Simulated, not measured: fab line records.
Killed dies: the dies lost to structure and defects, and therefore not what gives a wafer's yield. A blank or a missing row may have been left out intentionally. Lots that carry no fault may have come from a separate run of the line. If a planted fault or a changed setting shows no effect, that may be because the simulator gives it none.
Chamber matching    flow n5 finfet    N5_BEOL_M10_CURE_71 on uv cure-02 has 3 sister chambers
The step cures SiCOH lowk, time 240 s. 24 wafers are shown with their chamber, then 12 later ones without.

== EACH WAFER AND ITS CHAMBER ==
wafer   chamber  wafer_temp_C_max  lamp power pct (%)
L076.1  2        385.9             52.32
L076.4  2        385.8             52.32
L076.5  2        386.4             52.36
L077.1  2        386.4             52.39
L077.4  2        385.9             52.23
L077.5  2        386.9             52.28
L079.1  1        388.0             52.29
L079.4  1        388.1             52.33
L079.6  1        388.4             52.36
L081.1  0        386.6             52.35
L081.3  0        386.5             52.28
L081.4  0        386.7             52.43
L082.1  0        386.4             52.26
L082.2  0        386.9             52.29
L082.5  0        386.5             52.35
L082.3  0        386.5             52.29
L082.4  0        386.4             52.28
L082.6  0        386.9             52.29
L085.2  0        386.7             52.33
L085.3  0        386.5             52.28
L085.4  0        386.6             52.25
L089.2  1        387.9             52.28
L089.3  1        387.3             52.24
L089.6  1        387.9             52.38

SIGNATURES (averages over the wafers above)
reading           chamber 0  chamber 1  chamber 2  scatter within a chamber
wafer_temp_C_max  386.600    387.933    386.217    0.299
lamp power pct    52.3067    52.3133    52.3167    0.0525
Rule: for each reading, subtract the chamber's mean from the wafer's reading, divide by that reading's scatter and square the result; add these up over the readings and take the root, which gives the wafer's distance from the chamber. If the next closest chamber is less than 2 further off than the closest, the wafer can't be placed; otherwise it belongs to the closest. How the scatter is found: for the shown wafers, subtract from each reading the mean of its chamber, square and add these, divide the total by (wafers less chambers), then take the root.

== WAFERS MISSING THEIR CHAMBER ==
wafer   wafer_temp_C_max  lamp power pct (%)
L092.1  388.3             52.28
L092.2  386.9             52.29
L092.6  387.6             52.37
L093.1  386.6             52.33
L093.4  386.8             52.29
L093.6  386.9             52.43
L094.1  388.3             52.39
L094.2  387.1             52.48
L094.5  388.3             52.36
L096.2  386.4             52.27
L096.4  387.3             52.33
L096.5  387.1             52.36

== WHICH CHAMBER EACH WENT THROUGH ==
wafer   from the rows above           in truth
L092.1  1                             1
L092.2  can't be placed: 0 or 2       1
L092.6  1                             1
L093.1  can't be placed: 0 or 2       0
L093.4  can't be placed: 0 or 2       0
L093.6  can't be placed: 0 or 2 or 1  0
L094.1  1                             1
L094.2  can't be placed: 0 or 1 or 2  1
L094.5  1                             1
L096.2  can't be placed: 0 or 2       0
L096.4  can't be placed: 1 or 0 or 2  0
L096.5  can't be placed: 0 or 1 or 2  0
4 of 12 placed correctly. These rows do not allow placing 8 (true chamber among the candidates in 7). 0 placed wrongly.
